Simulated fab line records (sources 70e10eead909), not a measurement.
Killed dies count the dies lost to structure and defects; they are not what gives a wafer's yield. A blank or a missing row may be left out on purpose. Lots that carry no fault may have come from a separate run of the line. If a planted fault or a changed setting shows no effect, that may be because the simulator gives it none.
fab line records    flow nand-harc
record lots=6  wafers=18  last-day=33
route steps=1302 shown A_WL_FILL@982 A_CONTACT@983 END@1302
lots that met no fault: taken from a fault-free run of the same line
start-h: the number of hours between the record's first day and the start of the first shown wafer of the lot    wait-h: hours from the lot's prior step to this one    " as in the row above    L1.1+2: a row that stands for several wafers    - either no value or no given start    * or withheld: withheld    < > ~ a bound
route shown NAME@n: a module of which the file shows steps, and the number in the route of the first    usual: mean/standard deviation of fault-free wafers    same: alike in all rows    chamber/n: place in a boat    sites: each site's reading    _std_site: standard deviation of those values    _edge_site: mean of outer sites minus mean of inner sites    radius-mm: for every site, how far away it sits from the centre of the wafer    mask NAME#n: copy n    behind: the most recent tool/chamber to have shaped the wafer    hold: the reason the lot was held/the length of the hold in hours/how it ended    device: names the non-switching transistor (n, p or np)    end of line: tests of these same wafers at the route's end    a step given without rows: its recipe and nothing more    killed: dies lost to structure and defects at the first sort, not the wafer's yield    map: a wafer's dies, marking killed ones x, the rest . and places with no die _
set.NAME: the setting that was run; set.NAME@STEP: the one run at that earlier step    model.NAME: the simulator's own value behind a step, which no gauge read
a table for each step, a row for each wafer; lots at some steps of the route
services: the hour from which a tool's chamber was out of use, counted from the record's first day as start-h (under 0 if before that day), plus the number of hours and why
## steps
# step NHARC_A_WL_FILL_INSPECT_15
# usual raw-defect-count=475/120
lot.wafer  tool               chamber  start-h  wait-h  raw-defect-count
L296.2     defect-inspect-02  -        522.24   0.0     477
L296.4     "                  -        "        "       355
L296.5     "                  -        "        "       348
L298.1     defect-inspect-01  -        538.93   0.0     414
L298.2     "                  -        "        "       479
L298.4     "                  -        "        "       351
L303.2     defect-inspect-01  -        600.25   0.0     400
L303.3     "                  -        "        "       423
L303.5     "                  -        "        "       624
L304.1     defect-inspect-01  -        612.56   0.0     357
L304.3     "                  -        "        "       486
L304.5     "                  -        "        "       441
L311.2     defect-inspect-01  -        660.23   0.0     428
L311.3     "                  -        "        "       487
L311.5     "                  -        "        "       350
L315.3     defect-inspect-02  -        711.73   0.0     476
L315.5     "                  -        "        "       392
L315.6     "                  -        "        "       450
# step NHARC_A_CONTACT_DEP_24
# recipe target-thk-a=5000  temp-c=400  pressure-torr=6.5  rf-w=900  teos-flow-sccm=161.4  flow-sccm=2650  target-thk-nm=500  gas=O2  material=SiO2
# usual heater-power-outer-w=288/40  heater-power-w=528/88  showerhead-vpp-V=1851/84  susceptor-temp-C=400.01/0.21  throttle-valve-pct=16.2/0.68
lot.wafer  tool      chamber  start-h  wait-h  heater-power-outer-w  heater-power-w  showerhead-vpp-V  susceptor-temp-C  throttle-valve-pct
L296.2     pecvd-04  0        522.43   0.2     314                   594             1798              400.13            16.9
L296.5     "         2        "        "       264                   458             1879              400.34            15.3
L296.4     "         0        "        "       326                   602             1841              400.33            17.0
L298.2     pecvd-04  1        539.00   0.1     235                   424             1791              399.89            17.7
L298.1     "         2        "        "       278                   500             1873              399.82            15.2
L298.4     "         1        "        "       245                   448             1833              399.81            18.2
L303.2     pecvd-03  1        600.38   0.1     301                   648             1807              400.04            16.2
L303.3     "         2        "        "       278                   430             1735              400.16            15.6
L303.5     "         1        "        "       330                   682             1795              400.01            16.1
L304.1     pecvd-03  1        612.69   0.1     356                   736             1820              399.84            16.3
L304.3     "         2        "        "       251                   367             1719              400.13            15.4
L304.5     "         2        "        "       265                   415             1705              400.44            15.5
L311.2     pecvd-03  2        660.33   0.1     274                   412             1725              399.76            15.6
L311.3     "         0        "        "       235                   387             1821              400.00            15.5
L311.5     "         0        "        "       255                   426             1820              399.99            15.7
L315.3     pecvd-01  0        711.88   0.2     384                   669             2020              400.10            16.1
L315.6     "         2        "        "       283                   540             1801              400.13            15.8
L315.5     "         1        "        "       339                   636             1943              400.12            15.5
# step NHARC_A_CONTACT_DEP_28
# recipe target-thk-a=70000  temp-c=400  material=aC
# usual susceptor-temp-C=400.05/0.27  throttle-valve-pct=34.999/0.0099
lot.wafer  tool        chamber  start-h  wait-h  susceptor-temp-C  throttle-valve-pct
L296.2     acl-dep-02  0        523.63   0.8     399.82            35.000
L296.4     "           0        525.05   2.2     399.86            34.991
L296.5     "           0        "        "       400.05            35.000
L298.1     acl-dep-03  0        542.75   3.2     400.30            34.984
L298.2     "           0        "        "       400.13            35.008
L298.4     "           0        544.92   5.4     400.32            35.000
L303.2     acl-dep-01  0        601.64   0.8     399.89            35.012
L303.3     "           0        "        "       399.85            34.996
L303.5     "           0        603.76   2.9     400.15            34.992
L304.1     acl-dep-01  0        618.83   5.7     -                 35.018
L304.3     "           0        620.24   7.1     -                 34.993
L304.5     "           0        621.64   8.5     -                 34.997
L311.2     acl-dep-02  0        665.26   4.4     399.97            35.012
L311.3     "           0        "        "       400.16            35.007
L311.5     "           0        667.38   6.5     400.31            34.994
L315.3     acl-dep-02  0        713.83   1.5     -                 34.995
L315.5     "           0        715.23   2.9     -                 34.993
L315.6     "           0        "        "       -                 34.994
# step NHARC_A_CONTACT_DEP_29
# recipe target-thk-a=1000  target-thk-nm=100  temp-c=400  pressure-torr=3.5  flow-sccm=200  rf-w=350  material=SiON
# usual heater-power-outer-w=435/37  heater-power-w=725/87  showerhead-vpp-V=1149/52  susceptor-temp-C=400.04/0.21
lot.wafer  tool      chamber  start-h  wait-h  heater-power-outer-w  heater-power-w  showerhead-vpp-V  susceptor-temp-C
L296.2     pecvd-01  2        527.27   2.9     439                   752             1129              400.31
L296.5     "         0        "        "       445                   757             1264              400.29
L296.4     "         2        "        "       445                   750             1133              399.98
L298.1     pecvd-03  1        547.12   3.6     403                   784             1151              399.79
L298.2     "         0        "        "       447                   712             1139              399.83
L298.4     "         2        "        "       453                   648             1059              399.48
L303.3     pecvd-01  2        605.20   2.1     444                   766             1134              399.77
L303.2     "         1        "        "       500                   837             1209              400.00
L303.5     "         2        "        "       443                   761             1104              399.93
L304.1     pecvd-03  1        623.07   3.5     394                   781             1099              399.89
L304.3     "         0        "        "       457                   687             1137              400.13
L304.5     "         0        "        "       454                   660             1151              399.77
L311.2     pecvd-01  2        668.85   2.9     365                   650             1125              400.18
L311.3     "         0        "        "       502                   853             1255              399.98
L311.5     "         2        "        "       365                   665             1140              400.23
L315.3     pecvd-04  1        716.65   2.1     427                   694             1116              400.29
L315.6     "         2        "        "       377                   603             1171              399.90
L315.5     "         0        "        "       417                   721             1146              400.21
# step NHARC_A_CONTACT_DEHYDRATE_32
# recipe temp-c=150  time-s=120
# step NHARC_A_CONTACT_HMDS_33
# recipe time-s=30
# step NHARC_A_CONTACT_COAT_34
# recipe temp-c=260  time-s=75
# step NHARC_A_CONTACT_COAT_35
# recipe temp-c=225  time-s=65
# step NHARC_A_CONTACT_COAT_36
# recipe spin-rpm=1500  resist-thk-nm=90
# step NHARC_A_CONTACT_SOFTBAKE_37
# recipe temp-c=105  time-s=55
# step NHARC_A_CONTACT_EBR_38
# step NHARC_A_CONTACT_EXPOSE_39
# recipe na=1.35  sigma-outer=0.8  dose-mj=58.79  mask-id=A_CC_3
# usual exposure-dose-mJ-cm2=58.80/0.057  reticle-temp-C=23.00/0.11
lot.wafer  tool             chamber  start-h  wait-h  mask      exposure-dose-mJ-cm2  reticle-temp-C
L296.2     arfi-scanner-03  0        527.80   -       A_CC_3#0  58.76                 23.06
L296.4     "                0        "        "       A_CC_3#0  58.76                 23.02
L296.5     "                0        "        "       A_CC_3#0  58.85                 22.96
L298.1     arfi-scanner-01  0        547.57   -       A_CC_3#0  58.78                 22.98
L298.2     "                0        "        "       A_CC_3#0  58.75                 22.78
L298.4     "                0        "        "       A_CC_3#0  58.79                 22.78
L303.2     arfi-scanner-02  0        605.87   -       A_CC_3#0  58.74                 23.00
L303.3     "                0        "        "       A_CC_3#0  58.71                 23.10
L303.5     "                0        "        "       A_CC_3#0  58.79                 23.11
L304.1     arfi-scanner-02  0        623.53   -       A_CC_3#0  58.79                 22.84
L304.3     "                0        "        "       A_CC_3#0  58.89                 23.08
L304.5     "                0        "        "       A_CC_3#0  58.79                 22.89
L311.2     arfi-scanner-03  0        669.40   -       A_CC_3#0  81.90                 22.81
L311.3     "                0        "        "       A_CC_3#0  82.02                 22.97
L311.5     "                0        "        "       A_CC_3#0  81.89                 23.05
L315.3     arfi-scanner-03  0        717.24   -       A_CC_3#0  77.32                 22.94
L315.5     "                0        "        "       A_CC_3#0  77.30                 22.97
L315.6     "                0        "        "       A_CC_3#0  77.29                 22.82
# step NHARC_A_CONTACT_PEB_40
# recipe peb-temp-c=100  peb-time-s=65
# step NHARC_A_CONTACT_DEVELOP_41
# recipe develop-time-s=35  dev-temp-c=23
# step NHARC_A_CONTACT_CD_MEAS_42
# recipe target-cd-nm=300  landing-energy-ev=500
# usual cd-nm=299.6/0.6
lot.wafer  tool       chamber  start-h  wait-h  cd-nm
L296.2     cd-sem-03  0        527.94   -       300.3
L296.4     "          0        "        "       300.0
L296.5     "          0        "        "       299.7
L298.1     cd-sem-01  0        547.71   -       299.9
L298.2     "          0        "        "       299.8
L298.4     "          0        "        "       299.6
L303.2     cd-sem-01  0        606.01   -       299.9
L303.3     "          0        "        "       299.8
L303.5     "          0        "        "       298.4
L304.1     cd-sem-02  0        623.67   -       299.6
L304.3     "          0        "        "       299.7
L304.5     "          0        "        "       299.5
L311.2     cd-sem-02  0        669.54   -       318.1
L311.3     "          0        "        "       317.8
L311.5     "          0        "        "       317.9
L315.3     cd-sem-01  0        717.38   -       314.0
L315.5     "          0        "        "       314.4
L315.6     "          0        "        "       314.6
# step NHARC_A_CONTACT_OVL_MEAS_43
# usual overlay-x-nm=-0.1/0.78  overlay-y-nm=0.0/0.81
lot.wafer  tool        chamber  start-h  wait-h  overlay-x-nm  overlay-y-nm
L296.2     overlay-02  -        528.02   -       -0.1          -1.1
L296.4     "           -        "        "       -0.3          -1.2
L296.5     "           -        "        "       0.3           -1.8
L298.1     overlay-01  -        547.80   -       -0.4          0.0
L298.2     "           -        "        "       -1.0          -0.2
L298.4     "           -        "        "       -0.5          -0.3
L303.2     overlay-02  -        606.09   -       -1.2          1.0
L303.3     "           -        "        "       -0.2          1.2
L303.5     "           -        "        "       -1.1          0.7
L304.1     overlay-02  -        623.75   -       -0.6          -1.1
L304.3     "           -        "        "       -0.8          -0.6
L304.5     "           -        "        "       -0.4          -0.3
L311.2     overlay-02  -        669.63   -       0.4           0.0
L311.3     "           -        "        "       0.2           -0.6
L311.5     "           -        "        "       0.5           -0.1
L315.3     overlay-02  -        717.47   -       -0.6          0.9
L315.5     "           -        "        "       0.0           1.5
L315.6     "           -        "        "       0.4           0.6
# step NHARC_END_SORT_01
# recipe temp-c=25
# usual killed-at-array=53/21  killed-at-other=0.8/1.1  killed-at-periphery=4.2/2.7  killed-dies=58/22  killed-open=3.4/1.9  killed-short=2.5/1.6
# same gross-dies=677
lot.wafer  tool       chamber  start-h  wait-h  killed-at-array  killed-at-other  killed-at-periphery  killed-dies  killed-open  killed-short
L296.2     prober-01  0        599.49   2.8     51               2                2                    55           4            3
L296.4     prober-01  0        601.11   3.4     53               0                6                    59           5            3
L296.5     prober-01  0        601.93   3.8     52               2                2                    56           7            5
L298.1     prober-02  0        628.85   2.5     53               0                2                    55           1            3
L298.2     prober-02  0        629.65   2.8     52               0                3                    55           2            2
L298.4     prober-02  0        631.26   3.4     42               2                7                    51           4            1
L303.2     prober-01  0        685.85   2.8     21               0                4                    25           5            2
L303.3     prober-01  0        686.64   3.1     17               0                1                    18           2            2
L303.5     prober-01  0        688.23   3.7     19               1                4                    24           7            1
L311.2     prober-01  0        751.89   2.8     90               4                15                   109          1            3
L311.3     prober-01  0        752.70   3.1     113              1                8                    122          4            1
L311.5     prober-01  0        754.31   3.7     102              2                15                   119          3            2
# killed by level:class
L296.2 A_SLIT:chamber-film-flake=24 A_CHANNEL_HOLE_D2:chamber-film-flake=13 A_ONON_D2:geometric-particle:short=2 A_DECK1_JOINT:chamber-film-flake=2 A_STAIRCASE:chamber-film-flake=2 A_CONTACT:chamber-film-flake=2 THIN_TSV:chamber-film-flake=2 P_CONTACT:geometric-particle:open=1
L296.4 A_SLIT:chamber-film-flake=26 A_CHANNEL_HOLE_D2:chamber-film-flake=9 A_CONTACT:chamber-film-flake=4 A_DECK1_JOINT:chamber-film-flake=3 A_CHANNEL_FILL_D2:chamber-film-flake=3 A_CHANNEL_FILL_D1:geometric-particle:open=2 P_STI:chamber-film-flake=2 P_STI:geometric-particle:open=1
L296.5 A_SLIT:chamber-film-flake=18 A_CHANNEL_HOLE_D2:chamber-film-flake=10 A_CONTACT:chamber-film-flake=5 A_CHANNEL_FILL_D2:chamber-film-flake=4 A_ONON_D2:geometric-particle:open=3 A_WL_FILL:geometric-particle:short=2 A_M0:geometric-particle:open=2 A_CHANNEL_HOLE_D1:chamber-film-flake=2
L298.1 A_CHANNEL_HOLE_D1:chamber-film-flake=36 A_CHANNEL_HOLE_D2:chamber-film-flake=8 A_WL_FILL:chamber-film-flake=2 P_CONTACT:geometric-particle:open=1 A_CHANNEL_FILL_D2:geometric-particle:short=1 A_SGD_CUT:geometric-particle:short=1 A_WL_FILL:geometric-particle:short=1 A_CHANNEL_FILL_D1:chamber-film-flake=1
L298.2 A_CHANNEL_HOLE_D1:chamber-film-flake=28 A_CHANNEL_HOLE_D2:chamber-film-flake=13 A_CONTACT:chamber-film-flake=3 P_M1:chamber-film-flake=2 A_WL_FILL:chamber-film-flake=2 A_ONON_D1:geometric-particle:short=1 A_CHANNEL_FILL_D2:geometric-particle:short=1 A_STAIRCASE:geometric-particle:open=1
L298.4 A_CHANNEL_HOLE_D1:chamber-film-flake=27 A_CHANNEL_HOLE_D2:chamber-film-flake=8 P_M1:chamber-film-flake=3 P_CONTACT:geometric-particle:open=2 THIN_TSV:chamber-film-flake=2 A_STAIRCASE:chamber-film-flake=2 A_CONTACT:chamber-film-flake=2 P_M1:geometric-particle:short=1
L303.2 A_CHANNEL_HOLE_D1:chamber-film-flake=7 A_SLIT:chamber-film-flake=3 A_DECK1_JOINT:chamber-film-flake=2 A_CHANNEL_FILL_D2:chamber-film-flake=2 P_CONTACT:geometric-particle:short=1 P_M0:geometric-particle:open=1 A_CHANNEL_FILL_D1:geometric-particle:open=1 A_SGD_CUT:geometric-particle:short=1
L303.3 A_CHANNEL_HOLE_D1:chamber-film-flake=6 A_DECK1_JOINT:chamber-film-flake=3 A_CONTACT:chamber-film-flake=2 P_GATE:geometric-particle:open=1 A_ONON_D1:geometric-particle:short=1 A_DECK1_JOINT:geometric-particle:short=1 A_M0:geometric-particle:open=1 A_CHANNEL_HOLE_D2:chamber-film-flake=1
L303.5 A_CHANNEL_HOLE_D1:chamber-film-flake=6 A_DECK1_JOINT:geometric-particle:open=2 A_WL_FILL:geometric-particle:open=2 A_M0:geometric-particle:open=2 P_STI:chamber-film-flake=2 P_GATE:geometric-particle:open=1 A_WL_FILL:geometric-particle:short=1 P_M2:chamber-film-flake=1
L311.2 A_CHANNEL_HOLE_D1:chamber-film-flake=33 A_SLIT:chamber-film-flake=26 A_CHANNEL_HOLE_D2:chamber-film-flake=20 P_CONTACT:chamber-film-flake=7 A_CONTACT:chamber-film-flake=7 P_GATE:chamber-film-flake=5 THIN_TSV:chamber-film-flake=3 A_STAIRCASE:chamber-film-flake=2
L311.3 A_SLIT:chamber-film-flake=35 A_CHANNEL_HOLE_D1:chamber-film-flake=33 A_CHANNEL_HOLE_D2:chamber-film-flake=32 P_CONTACT:chamber-film-flake=7 A_CONTACT:chamber-film-flake=6 A_CHANNEL_FILL_D1:geometric-particle:short=1 A_CHANNEL_FILL_D1:geometric-particle:open=1 A_ONON_D2:geometric-particle:open=1
L311.5 A_SLIT:chamber-film-flake=31 A_CHANNEL_HOLE_D2:chamber-film-flake=29 A_CHANNEL_HOLE_D1:chamber-film-flake=27 P_CONTACT:chamber-film-flake=8 A_CONTACT:chamber-film-flake=6 A_STAIRCASE:chamber-film-flake=4 P_ZERO_WELL:chamber-film-flake=2 P_STI:chamber-film-flake=2
## services
tool             chamber  start-h  hours  kind
pecvd-03         1        499.86   20.1   repair
pecvd-03         2        526.41   4.8    repair
pecvd-03         -        547.33   13.0   pm
pecvd-03         0        547.33   13.0   vent-cycle
arfi-scanner-03  -        551.54   4.0    pm
arfi-scanner-01  -        551.87   2.6    repair
acl-dep-01       -        557.52   13.0   pm
arfi-scanner-03  -        562.37   7.1    repair
arfi-scanner-01  -        566.28   0.2    repair
pecvd-03         0        568.02   10.1   repair
arfi-scanner-02  -        572.82   3.3    repair
arfi-scanner-01  -        596.00   4.0    pm
acl-dep-02       -        609.75   13.0   pm
pecvd-01         1        614.62   20.6   repair
pecvd-04         -        631.12   13.0   pm
arfi-scanner-02  -        656.00   4.0    pm
pecvd-04         2        656.06   2.1    repair
acl-dep-03       -        664.78   13.0   pm
arfi-scanner-02  -        667.80   1.1    repair
pecvd-01         -        673.00   13.0   pm
arfi-scanner-03  -        684.74   3.3    repair
arfi-scanner-03  -        697.17   4.1    repair
arfi-scanner-01  -        709.32   0.6    repair
pecvd-03         -        716.33   1.6    repair
## key
first-sign step=NHARC_A_CONTACT_EXPOSE_39  reading=exposure-dose-mJ-cm2  direction=up  sigmas=99+  usual=58.80  struck=79.62
effect step=NHARC_A_CONTACT_CD_MEAS_42  reading=cd-nm  direction=up  sigmas=28  usual=299.6  struck=316.1  through=control-loop
met-at NHARC_A_CONTACT_EXPOSE_39
struck-wafers L311.2,L311.3,L311.5,L315.3,L315.5,L315.6
tester-left-out L311,L315
loop-trim step=NHARC_A_CONTACT_EXPOSE_39  setting=dose  lots=L315
onset-between 527.80 669.40
fault kind=process-parameter-drift  tool=arfi-scanner-03  chamber=-  onset-h=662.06  steps=NHARC_A_CONTACT_EXPOSE_39  channel=dose-mj  offset=23.159  shape=step  acts-in=these-recipes-only  stated=58.79
# tester-left-out: of these lots the tester's yield and bins aren't shown, on N5 and GAA mostly nor the transistor test; their killed dies are dies lost to structure and defects alone, not to doping, threshold or leakage, so they don't give the yield
# loop-trim: a control loop set the setting to another value than it would have without faults
